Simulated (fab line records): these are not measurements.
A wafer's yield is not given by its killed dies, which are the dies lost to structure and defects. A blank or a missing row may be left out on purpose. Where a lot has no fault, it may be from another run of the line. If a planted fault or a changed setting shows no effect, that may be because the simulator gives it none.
fab line records | flow n5_finfet
[record] lots = 6 | wafers = 17 | last_day = 19
route steps=1938 shown BEOL_M0_SAQP@655 BEOL_M4@1111 PASSIVATION@1936
lots untouched by any fault: they come from a run of this same line in which no faults occurred
start_h: hours from the record's opening day to when the first of the lot's shown wafers began | wait_h: how many hours have passed since the lot's step before this one | " unchanged from the row above | L1.1+2: a row that stands for several wafers | - value missing, or start not given | * or withheld: withheld | < > ~ a bound
route shown NAME@n: NAME is a module with steps in the file, n the number in the route of the first one | usual: mean/standard deviation of fault-free wafers | same: alike in all rows | chamber/n: place in a boat | sites: each site's reading | _std_site: standard deviation across them | _edge_site: outer sites' mean less inner sites' | radius_mm: for every site, how far away it sits from the centre of the wafer | mask NAME#n: copy n | behind: the tool/chamber that last shaped the wafer | hold: why the lot went on hold/how many hours it stayed there/how the hold came to an end | device: names the non-switching transistor (n, p or np) | end of line: the same wafers' tests at the end of the route | a step given without rows: its recipe and nothing more | killed: dies that structure and defects cost at the first sort, which is not the same as the wafer's yield | map: the dies of a wafer, with x for killed, . for not killed, _ for no die there
set.NAME: the setting that was run; set.NAME@STEP: the one run at that earlier step | model.NAME: the simulator's own value behind a step, which no gauge read
certain route steps with their lots: each step a table, each wafer a row
services: a tool's chamber out of use, with start hour (start_h, from the record's first day; less than 0 if before it), hours out, and reason
[[steps]]
[step N5_BEOL_M0_SAQP_STRIP_80]
[recipe] chemistry = N2/H2 | temp_c = 40 | n2_flow_sccm = 200 | h2_flow_sccm = 200 | rf_frequency_hz = 6e+07
[step N5_BEOL_M0_SAQP_HM_OPEN_112]
[recipe] chemistry = CHF3/O2 | target = SiO2 | stop_on = a-Si | target_depth_a = 120 | over_etch_frac = 1.25 | mask_material = SOC | time_s = 13.5 | pressure_mtorr = 30 | source_w = 650 | bias_w = 170 | Ar_flow_sccm = 200 | CHF3_flow_sccm = 50 | O2_flow_sccm = 5 | ion_energy_ev = 200 | ends = end_point
[step N5_BEOL_M0_SAQP_STRIP_113]
[recipe] chemistry = CHF3/O2 | resist = SiARC | rf_frequency_hz = 6e+07
[step N5_BEOL_M0_SAQP_MANDREL_ETCH_20]
[recipe] target_depth_a = 600 | chemistry = HBr/Cl2 | target = a-Si | stop_on = SiNx | bt_time_s = 10 | mask_material = SOC | over_etch_frac = 0.5 | time_s = 30 | pressure_mtorr = 10 | icp_w = 800 | bias_w = 75 | HBr_flow_sccm = 150 | Cl2_flow_sccm = 80 | ends = end_point
[usual] HBr_flow_sccm = 150.0/0.41 | drypump_motor_current_A = 5.7/0.54 | oes_product_au = 0.776/0.013 | throttle_valve_pct = 35.2/0.34
[same] bt_time_s = 10 | over_etch_frac = 0.5
lot.wafer | tool      | chamber | start_h | wait_h | HBr_flow_sccm | drypump_motor_current_A | oes_product_au | rf_hours_counter_h | throttle_valve_pct
L138.2    | rie_si-05 | 2       | 113.60  | 0.0    | 149.7         | 5.1                     | 0.763          | 77                 | 34.6
L138.3    | "         | 0       | "       | "      | 149.7         | 5.4                     | 0.761          | 94                 | 35.7
L138.4    | "         | 3       | "       | "      | 150.6         | 6.3                     | 0.778          | 126                | 35.2
L140.1    | rie_si-04 | 3       | 131.64  | 0.0    | 150.2         | 5.7                     | 0.777          | 7                  | 34.9
L140.2    | "         | 2       | "       | "      | 150.0         | 5.0                     | 0.785          | 195                | 35.1
L140.3    | "         | 1       | "       | "      | 149.4         | 5.2                     | 0.770          | 72                 | 35.5
L143.2    | rie_si-06 | 0       | 139.81  | 0.0    | 149.6         | 5.7                     | 0.785          | 144                | 35.6
L143.5    | "         | 1       | "       | "      | 149.9         | 6.6                     | 0.771          | -                  | 35.6
L143.6    | "         | 0       | "       | "      | 149.7         | 5.7                     | 0.803          | -                  | 35.5
L145.1    | rie_si-04 | 1       | 146.39  | 0.0    | 149.7         | 5.2                     | 0.771          | 73                 | 35.5
L145.4    | "         | 1       | "       | "      | 150.7         | 5.2                     | 0.776          | -                  | 35.5
L145.6    | "         | 3       | "       | "      | 149.8         | 5.7                     | 0.792          | -                  | 34.9
L158.1    | rie_si-06 | 3       | 232.32  | 0.0    | 150.0         | 5.4                     | 0.778          | 145                | 35.3
L158.4    | "         | 2       | "       | "      | 150.1         | 6.7                     | 0.771          | -                  | 34.9
L161.1    | rie_si-06 | 0       | 247.80  | 0.0    | 150.1         | 5.7                     | 0.788          | 146                | 35.6
L161.2    | "         | 2       | "       | "      | 149.6         | 6.7                     | 0.757          | 152                | 34.9
L161.6    | "         | 3       | "       | "      | 149.7         | 5.4                     | 0.777          | -                  | 35.3
[step N5_BEOL_M0_SAQP_STRIP_86]
[recipe] chemistry = N2/H2 | power_w = 500 | temp_c = 40 | pressure_mtorr = 50 | rf_frequency_hz = 6e+07 | overash_fraction = 0.3 | bias_power_w = 28 | h2_frac = 0.5 | n2_flow_sccm = 300 | h2_flow_sccm = 300
[step N5_BEOL_M0_SAQP_STRIP_115]
[recipe] chemistry = post_etch_residue_remover | time_s = 60 | temp_c = 25 | remover_ph = withheld | remover_water_wt_pct = withheld | remover_fluoride_wt_pct = withheld
[step N5_BEOL_M0_SAQP_SRD_93]
[recipe] dry = ipa_marangoni | time_s = 30 | temp_c = 23 | rinse_liquid = diw
[step N5_BEOL_M0_SAQP_RECESS_114]
[recipe] chemistry = HF/NH3 | target = SiO2 | target_depth_a = 144 | afs_cycles = 3 | temp_c = 30 | sublimation_temp_c = 180 | sublimation_time_s = 60
[usual] drypump_motor_current_A = 5.68/0.28
[same] sublimation_time_s = 60
lot.wafer | tool          | chamber | start_h | wait_h | drypump_motor_current_A
L138.2    | vapor_etch-02 | 0       | 113.87  | 0.0    | 5.27
L138.3    | "             | 0       | "       | "      | 5.27
L138.4    | "             | 1       | "       | "      | 5.95
L140.1    | vapor_etch-02 | 0       | 131.93  | 0.0    | 5.26
L140.2    | "             | 1       | "       | "      | 5.95
L140.3    | "             | 1       | "       | "      | 5.95
L143.2    | vapor_etch-01 | 1       | 140.03  | 0.0    | 5.81
L143.5    | "             | 1       | "       | "      | 5.81
L143.6    | "             | 0       | "       | "      | 5.74
L145.1    | vapor_etch-01 | 1       | 146.62  | 0.0    | 5.80
L145.4    | "             | 1       | "       | "      | 5.82
L145.6    | "             | 0       | "       | "      | 5.77
L158.1    | vapor_etch-01 | 0       | 232.55  | 0.0    | 5.70
L158.4    | "             | 1       | "       | "      | 5.79
L161.1    | vapor_etch-02 | 1       | 248.17  | 0.0    | 5.95
L161.2    | "             | 0       | "       | "      | 5.24
L161.6    | "             | 1       | "       | "      | 5.94
[step N5_BEOL_M0_SAQP_SPACER1_ALD_98]
[recipe] material = SiO2 | target_thk_a = 128 | temp_c = 300 | ald_precursor_family = BDEAS | ald_co_reactant = O2-plasma | pulse_time_s = 1 | purge_time_s = 2 | co_reactant_purge_time_s = 2 | ald_cycles = 138 | pressure_torr = 2
[usual] heater_power_w = 456/53 | precursor_pulse_height_rel = 0.999/0.019
[same] purge_time_s = 2
lot.wafer | tool       | chamber | start_h | wait_h | heater_power_w | precursor_pulse_height_rel
L138.2    | ald_sin-02 | 3       | 114.52  | 0.5    | 534            | 1.018
L138.3    | "          | 2       | "       | "      | 469            | 0.992
L138.4    | "          | 0       | "       | "      | 446            | 1.013
L140.1    | ald_sin-03 | 2       | 132.31  | 0.3    | 541            | 1.004
L140.2    | "          | 0       | "       | "      | 548            | 0.991
L140.3    | "          | 3       | "       | "      | 396            | 1.014
L143.2    | ald_sin-02 | 2       | 140.42  | 0.3    | 480            | 1.003
L143.5    | "          | 2       | "       | "      | 464            | 0.987
L143.6    | "          | 3       | "       | "      | 516            | 1.028
L145.1    | ald_sin-04 | 3       | 147.00  | 0.3    | 380            | 1.000
L145.4    | "          | 2       | "       | "      | 443            | 0.973
L145.6    | "          | 1       | "       | "      | 469            | 1.031
L158.1    | ald_sin-02 | 3       | 232.94  | 0.3    | 538            | 0.977
L158.4    | "          | 0       | "       | "      | 449            | 1.009
L161.1    | ald_sin-02 | 0       | 248.63  | 0.3    | 443            | 1.015
L161.2    | "          | 2       | "       | "      | 471            | 0.985
L161.6    | "          | 3       | "       | "      | 530            | 0.997
[step N5_BEOL_M0_SAQP_SPACER1_ETCHBACK_99]
[recipe] chemistry = CHF3/O2 | mode = anisotropic_etchback | target = SiO2 | target_depth_a = 154 | time_s = 7.7 | pressure_mtorr = 30 | source_w = 650 | bias_w = 170 | Ar_flow_sccm = 200 | CHF3_flow_sccm = 50 | O2_flow_sccm = 5 | ion_energy_ev = 200
[usual] drypump_motor_current_A = 5.4/0.46 | oes_product_au = 0.82/0.097 | rf_vpp_V = 528/13 | showerhead_plenum_p_Torr = 2.39/0.082 | throttle_valve_pct = 18.92/0.26
lot.wafer | tool        | chamber | start_h | wait_h | drypump_motor_current_A | oes_product_au | rf_hours_counter_h | rf_vpp_V | showerhead_plenum_p_Torr | throttle_valve_pct
L138.2    | rie_diel-03 | 1       | 115.00  | 0.3    | 5.6                     | 0.74           | 178                | 531      | 2.38                     | 19.02
L138.3    | "           | 0       | "       | "      | 4.9                     | 0.99           | 3                  | 513      | 2.56                     | 18.62
L138.4    | "           | 2       | "       | "      | 5.1                     | 0.83           | 85                 | 516      | 2.45                     | 18.98
L140.1    | rie_diel-01 | 1       | 132.79  | 0.3    | 5.1                     | 0.75           | 141                | 528      | 2.34                     | 19.34
L140.2    | "           | 2       | "       | "      | 5.5                     | 0.98           | 5                  | 553      | 2.35                     | 18.53
L140.3    | "           | 0       | "       | "      | 5.3                     | 0.68           | 250                | 535      | 2.24                     | 19.07
L143.2    | rie_diel-01 | 2       | 140.90  | 0.3    | 5.4                     | 0.96           | 8                  | 552      | 2.34                     | 18.50
L143.5    | "           | 1       | "       | "      | 5.1                     | 0.74           | -                  | 529      | 2.34                     | 19.33
L143.6    | "           | 2       | "       | "      | 5.5                     | 0.96           | -                  | 552      | 2.34                     | 18.51
L145.1    | rie_diel-04 | 3       | 147.48  | 0.3    | 6.4                     | 0.77           | 133                | 515      | 2.41                     | 19.04
L145.4    | "           | 1       | "       | "      | 5.6                     | 0.80           | 128                | 533      | 2.41                     | 18.87
L145.6    | "           | 2       | "       | "      | 4.8                     | 0.71           | -                  | 508      | 2.27                     | 18.71
L158.1    | rie_diel-01 | 2       | 233.44  | 0.3    | 5.5                     | 0.88           | 40                 | 550      | 2.33                     | 18.57
L158.4    | "           | 2       | "       | "      | 5.4                     | 0.89           | -                  | 551      | 2.33                     | 18.56
L161.1    | rie_diel-04 | 2       | 249.23  | 0.4    | 4.7                     | 0.67           | 231                | 506      | 2.25                     | 18.76
L161.2    | "           | 0       | "       | "      | 5.3                     | 0.89           | 36                 | 536      | 2.46                     | 19.03
L161.6    | "           | 0       | "       | "      | 5.3                     | 0.88           | -                  | 534      | 2.46                     | 19.03
[step N5_BEOL_M0_SAQP_MANDREL1_REMOVE_100]
[recipe] chemistry = HBr/Cl2/O2 | bt_time_s = 10 | target = a-Si | stop_on = SiNx | endpoint = OES-SiCl | over_etch_frac = 0.85 | icp_w = 600 | bias_w = 30 | HBr_flow_sccm = 150 | Cl2_flow_sccm = 80 | O2_flow_sccm = 5 | pressure_mtorr = 10
[step N5_BEOL_M0_SAQP_CD_MEAS_25]
[recipe] target_cd_nm = 13.1 | landing_energy_ev = 1000 | detector = se_inlens
[usual] cd_nm = 12.81/0.27
lot.wafer | tool      | chamber | start_h | wait_h | cd_nm
L138.2    | cd_sem-02 | 0       | 115.19  | 0.1    | 12.44
L138.3    | "         | 0       | "       | "      | 12.62
L138.4    | "         | 0       | "       | "      | 12.66
L140.1    | cd_sem-02 | 0       | 132.98  | 0.1    | 13.07
L140.2    | "         | 0       | "       | "      | 12.86
L140.3    | "         | 0       | "       | "      | 13.04
L143.2    | cd_sem-01 | 0       | 141.09  | 0.1    | 12.98
L143.5    | "         | 0       | "       | "      | 12.87
L143.6    | "         | 0       | "       | "      | 12.81
L145.1    | cd_sem-01 | 0       | 147.68  | 0.1    | 12.63
L145.4    | "         | 0       | "       | "      | 12.82
L145.6    | "         | 0       | "       | "      | 13.08
L158.1    | cd_sem-01 | 0       | 233.67  | 0.1    | 12.42
L158.4    | "         | 0       | "       | "      | 13.00
L161.1    | cd_sem-02 | 0       | 249.44  | 0.1    | 12.53
L161.2    | "         | 0       | "       | "      | 12.57
L161.6    | "         | 0       | "       | "      | 12.82
[step N5_BEOL_M0_SAQP_ETCH_101]
[recipe] chemistry = CH3F/O2 | target = SiNx | mask_material = SiO2 | target_depth_a = 299 | time_s = 42.7 | pressure_mtorr = 30 | source_w = 395 | bias_w = 73 | Ar_flow_sccm = 150 | CH3F_flow_sccm = 30 | O2_flow_sccm = 20 | ion_energy_ev = 120
[usual] CH3F_flow_sccm = 29.99/0.083 | drypump_motor_current_A = 5.5/0.48 | oes_product_au = 0.83/0.093 | rf_vpp_V = 299/7.3 | showerhead_plenum_p_Torr = 1.99/0.069 | throttle_valve_pct = 16.36/0.24
lot.wafer | tool        | chamber | start_h | wait_h | CH3F_flow_sccm | drypump_motor_current_A | oes_product_au | rf_hours_counter_h | rf_vpp_V | showerhead_plenum_p_Torr | throttle_valve_pct | model.etch.depth_nm
L138.2    | rie_diel-03 | 0       | 115.23  | 0.0    | 29.80          | 5.0                     | 1.00           | 3                  | 293      | 2.13                     | 16.06              | 30.18
L138.3    | "           | 3       | "       | "      | 30.03          | 6.2                     | 0.87           | 29                 | 297      | 1.98                     | 16.43              | 29.69
L138.4    | "           | 2       | "       | "      | 29.96          | 5.1                     | 0.83           | 85                 | 293      | 2.03                     | 16.35              | 30
L140.1    | rie_diel-01 | 0       | 133.09  | 0.1    | 29.98          | 5.3                     | 0.68           | 250                | 304      | 1.86                     | 16.62              | 29.65
L140.2    | "           | 2       | "       | "      | 29.94          | 5.3                     | 0.98           | 6                  | 314      | 1.94                     | 15.96              | 30.04
L140.3    | "           | 1       | "       | "      | 29.97          | 5.1                     | 0.75           | 141                | 300      | 1.94                     | 16.78              | 29.17
L143.2    | rie_diel-03 | 3       | 141.29  | 0.2    | 29.99          | 6.2                     | 1.20           | 37                 | 298      | 1.97                     | 16.49              | 49.64
L143.5    | "           | 3       | "       | "      | 29.95          | 6.2                     | 0.85           | -                  | 296      | 1.97                     | 16.45              | 30.03
L143.6    | "           | 2       | "       | "      | 30.12          | 5.0                     | 1.17           | -                  | 293      | 2.03                     | 16.43              | 49.59
L145.1    | rie_diel-03 | 3       | 147.72  | 0.0    | 30.11          | 6.2                     | 0.84           | 40                 | 300      | 1.97                     | 16.47              | 29.59
L145.4    | "           | 2       | "       | "      | 30.13          | 5.1                     | 0.82           | 96                 | 292      | 2.03                     | 16.38              | 29.41
L145.6    | "           | 0       | "       | "      | 29.98          | 4.9                     | 1.32           | -                  | 292      | 2.13                     | 16.12              | 49.01
L158.1    | rie_diel-04 | 2       | 233.74  | 0.1    | 30.11          | 4.7                     | 0.69           | 223                | 288      | 1.87                     | 16.25              | 29.13
L158.4    | "           | 0       | "       | "      | 30.06          | 5.3                     | 0.91           | 30                 | 304      | 2.04                     | 16.39              | 30.18
L161.1    | rie_diel-01 | 2       | 249.48  | 0.0    | 29.85          | 5.4                     | 0.87           | 49                 | 312      | 1.93                     | 16.05              | 29.16
L161.2    | "           | 0       | "       | "      | 30.06          | 5.3                     | 0.91           | 18                 | 310      | 2.10                     | 16.15              | 30.37
L161.6    | "           | 0       | "       | "      | 30.00          | 5.4                     | 0.91           | -                  | 311      | 2.10                     | 16.15              | 30.13
[step N5_BEOL_M0_SAQP_ETCH_102]
[recipe] chemistry = CF4 | target = SiO2 | target_depth_a = 40 | ion_energy_ev = 350 | time_s = 4.4 | pressure_mtorr = 10 | icp_w = 800 | bias_w = 400 | cf4_flow_sccm = 80
[usual] drypump_motor_current_A = 5.6/0.49 | oes_product_au = 1.000/0.019 | throttle_valve_pct = 21.7/0.31
lot.wafer | tool      | chamber | start_h | wait_h | drypump_motor_current_A | oes_product_au | rf_hours_counter_h | throttle_valve_pct
L138.2    | rie_si-05 | 2       | 115.34  | 0.1    | 5.1                     | 1.025          | 77                 | 21.0
L138.3    | "         | 3       | "       | "      | 6.3                     | 0.996          | 126                | 21.5
L138.4    | "         | 0       | "       | "      | 5.4                     | 1.003          | 94                 | 21.9
L140.1    | rie_si-06 | 2       | 133.19  | 0.1    | 6.7                     | 1.006          | 150                | 21.9
L140.2    | "         | 1       | "       | "      | 6.6                     | 0.995          | 46                 | 22.0
L140.3    | "         | 0       | "       | "      | 5.7                     | 0.985          | 144                | 22.0
L143.2    | rie_si-06 | 2       | 141.40  | 0.1    | 6.6                     | 1.000          | 150                | 21.9
L143.5    | "         | 0       | "       | "      | 5.7                     | 0.983          | -                  | 22.0
L143.6    | "         | 3       | "       | "      | 5.4                     | 1.015          | -                  | 21.9
L145.1    | rie_si-05 | 3       | 147.82  | 0.1    | 6.3                     | 0.994          | 127                | 21.5
L145.4    | "         | 0       | "       | "      | 5.4                     | 0.999          | 95                 | 21.9
L145.6    | "         | 1       | "       | "      | 5.1                     | 0.998          | -                  | 21.5
L158.1    | rie_si-06 | 3       | 233.85  | 0.1    | 5.4                     | 1.011          | 145                | 21.9
L158.4    | "         | 0       | "       | "      | 5.7                     | 0.982          | -                  | 22.0
L161.1    | rie_si-05 | 3       | 249.58  | 0.1    | 6.3                     | 0.994          | 129                | 21.5
L161.2    | "         | 0       | "       | "      | 5.5                     | 1.009          | 97                 | 21.9
L161.6    | "         | 1       | "       | "      | 5.2                     | 0.992          | -                  | 21.5
[step N5_BEOL_M4_RC_MEAS_101]
[usual] DIBL_N = 36.5/2.2 | DIBL_P = 36.9/2.9 | IOFF_N = 0.17/0.044 | IOFF_P = 0.22/0.052 | ION_N = 671/16 | ION_P = 461/10 | SS_N = 71.6/0.73 | SS_P = 73.5/0.79 | VT_N = 250/4.1 | VT_P = -250/4.1
lot.wafer | tool      | chamber | start_h | wait_h | DIBL_N[mV/V] | DIBL_P[mV/V] | IOFF_N[nA/um] | IOFF_P[nA/um] | ION_N[uA/um] | ION_P[uA/um] | SS_N[mV/dec] | SS_P[mV/dec] | VT_N[mV] | VT_P[mV]
L138.2    | prober-01 | 0       | 178.79  | 0.2    | 33.2         | 33.3         | 0.11          | 0.14          | 671          | 456          | 70.3         | 72.2         | 254      | -258
L138.3    | "         | 0       | "       | "      | 31.7         | 33.4         | 0.09          | 0.14          | 645          | 451          | 69.8         | 72.1         | 259      | -257
L138.4    | "         | 0       | "       | "      | 34.6         | 33.1         | 0.12          | 0.13          | 650          | 444          | 71.3         | 72.3         | 257      | -260
L140.1    | prober-01 | 0       | 203.00  | 0.0    | 35.3         | 35.6         | 0.13          | 0.19          | 650          | 447          | 71.8         | 72.9         | 254      | -251
L140.2    | "         | 0       | "       | "      | 40.3         | 42.1         | 0.22          | 0.30          | 684          | 465          | 72.8         | 74.7         | 248      | -249
L140.3    | "         | 0       | "       | "      | 36.6         | 38.1         | 0.15          | 0.23          | 671          | 465          | 71.7         | 73.6         | 251      | -247
L143.2    | prober-02 | 0       | 207.89  | 0.2    | 36.5         | 38.1         | 0.17          | 0.26          | 690          | 476          | 71.5         | 73.4         | 247      | -246
L143.5    | "         | 0       | "       | "      | 34.6         | 35.5         | 0.15          | 0.23          | 673          | 476          | 71.9         | 72.8         | 249      | -248
L143.6    | "         | 0       | "       | "      | 35.7         | 37.5         | 0.17          | 0.26          | 686          | 481          | 71.3         | 74.0         | 248      | -248
L145.1    | prober-01 | 0       | 219.30  | 0.0    | 36.7         | 36.2         | 0.15          | 0.24          | 670          | 463          | 71.5         | 73.9         | 251      | -249
L145.4    | "         | 0       | "       | "      | 39.1         | 39.3         | 0.20          | 0.32          | 661          | 458          | 71.8         | 75.0         | 249      | -242
L145.6    | "         | 0       | "       | "      | 34.9         | 33.4         | 0.14          | 0.20          | 643          | 453          | 71.3         | 73.4         | 252      | -250
L158.1    | prober-02 | 0       | 315.57  | 0.0    | 37.2         | 37.1         | 0.19          | 0.28          | 680          | 470          | 71.5         | 74.5         | 248      | -243
L158.4    | "         | 0       | "       | "      | 37.0         | 37.2         | 0.19          | 0.28          | 690          | 481          | 71.4         | 74.3         | 248      | -241
L161.1    | prober-01 | 0       | 340.34  | 0.0    | 39.0         | 41.7         | 0.23          | 0.29          | 690          | 480          | 73.1         | 74.8         | 244      | -245
L161.2    | "         | 0       | "       | "      | 36.1         | 36.9         | 0.15          | 0.20          | 665          | 458          | 72.1         | 73.8         | 252      | -250
L161.6    | "         | 0       | "       | "      | 36.4         | 37.6         | 0.15          | 0.21          | 662          | 450          | 71.4         | 73.3         | 248      | -250
[step N5_PASSIVATION_PROBE_49]
[usual] defect_limited_yield = 91.3/1.4 | killed_at_M0_to_M3 = 36/10 | killed_at_M4_up = 13/5.4 | killed_at_contacts = 12/5.3 | killed_at_front_end = 39/10 | killed_at_other = 3.2/2.7 | killed_dies = 103/16 | killed_open = 68/13 | killed_short = 33/6.6 | sort_bin_5_function = 5.1/0.92 | sort_bin_6_memory = 3.3/0.68 | sort_bin_8_speed = 0.1/0.41 | sort_n_pass = 1077/17 | sort_yield_pct = 91.2/1.4
[same] gross_dies = 1180 | killed_at_back_side = 0 | sort_bin_4_leakage[%] = 0
lot.wafer | tool      | chamber | start_h | wait_h | defect_limited_yield[%] | killed_at_M0_to_M3 | killed_at_M4_up | killed_at_contacts | killed_at_front_end | killed_at_other | killed_dies | killed_open | killed_short | sort_bin_5_function[%] | sort_bin_6_memory[%] | sort_bin_8_speed[%] | sort_n_pass | sort_yield_pct[%]
L143.6    | prober-01 | -       | 312.18  | 0.3    | 89.1                    | 58                 | 16              | 5                  | 45                  | 5               | 129         | 92          | 37           | 6.2                    | 4.4                  | 0                   | 1051        | 89.1
L145.4    | prober-01 | -       | 333.67  | 0.2    | 92.9                    | 16                 | 14              | 8                  | 44                  | 2               | 84          | 50          | 33           | 4.2                    | 2.4                  | 0                   | 1096        | 92.9
// killed by level:class
L143.6 BEOL_M0_SAQP:geometric_particle:open=14 FIN_SAQP:geometric_particle:open=12 BEOL_M3:geometric_particle:open=11 FIN_SAQP:geometric_particle:short=10 BEOL_M2:geometric_particle:open=10 BEOL_M0_SAQP:geometric_particle:short=9 BEOL_M4:geometric_particle:open=8 DUMMY_GATE:geometric_particle:open=7
L145.4 FIN_SAQP:geometric_particle:short=10 FIN_SAQP:geometric_particle:open=9 STI_FIN_REVEAL:geometric_particle:open=6 BEOL_M0_SAQP:geometric_particle:open=6 BEOL_M4:geometric_particle:open=6 DUMMY_GATE:geometric_particle:open=5 MOL_CONTACT_COAG:geometric_particle:open=5 BEOL_M0_SAQP:geometric_particle:short=4
[[services]]
tool        | chamber | start_h | hours | kind
ald_sin-04  | -       | 89.69   | 1.2   | repair
rie_si-06   | 2       | 90.65   | 7.5   | repair
rie_si-04   | -       | 91.00   | 14.6  | pm
rie_diel-04 | 2       | 96.27   | 15.7  | repair
rie_si-05   | 2       | 98.46   | 6.1   | repair
rie_diel-01 | 2       | 99.32   | -     | clean
rie_diel-01 | 2       | 99.32   | -     | consumable_replace:focus_ring
rie_diel-01 | 2       | 99.32   | 21.5  | scheduled_down
ald_sin-03  | 3       | 101.49  | 2.7   | repair
ald_sin-04  | 3       | 123.68  | 6.9   | repair
rie_si-05   | -       | 133.79  | 0.1   | repair
rie_diel-04 | -       | 136.35  | 1.1   | repair
rie_si-06   | 2       | 139.66  | 1.6   | repair
rie_diel-04 | 0       | 152.81  | 8.1   | repair
rie_diel-04 | -       | 167.56  | 0.5   | repair
rie_si-04   | 2       | 177.00  | 1.5   | repair
ald_sin-02  | -       | 191.13  | 14.6  | pm
rie_si-04   | 3       | 202.34  | 7.4   | repair
ald_sin-02  | 0       | 210.93  | 13.8  | repair
rie_si-06   | 1       | 214.65  | 134.4 | repair
rie_diel-01 | 0       | 223.37  | 15.1  | repair
rie_diel-01 | 3       | 232.64  | 22.4  | repair
rie_si-06   | -       | 233.98  | 0.5   | repair
rie_diel-03 | -       | 244.35  | 28.1  | pm
[[key]]
[first_sign] step = N5_BEOL_M0_SAQP_ETCH_101 | reading = oes_product_au | direction = up | sigmas = 4.3 | usual = 0.83 | struck = 1.23
effect none on later readings
[model_effect] step = N5_BEOL_M0_SAQP_ETCH_101 | value = etch.depth_nm | without = 29.76 | struck = 49.41
met_at N5_BEOL_M0_SAQP_ETCH_101
struck_wafers L143.2,L143.6,L145.6
onset_between 115.23 141.29
[fault] kind = process_parameter_drift | tool = rie_diel-03 | chamber = - | onset_h = 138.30 | steps = N5_BEOL_M0_SAQP_ETCH_101 | channel = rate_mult | offset = 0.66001 | shape = step | end_h = 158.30 | scope = struck_wafers_only
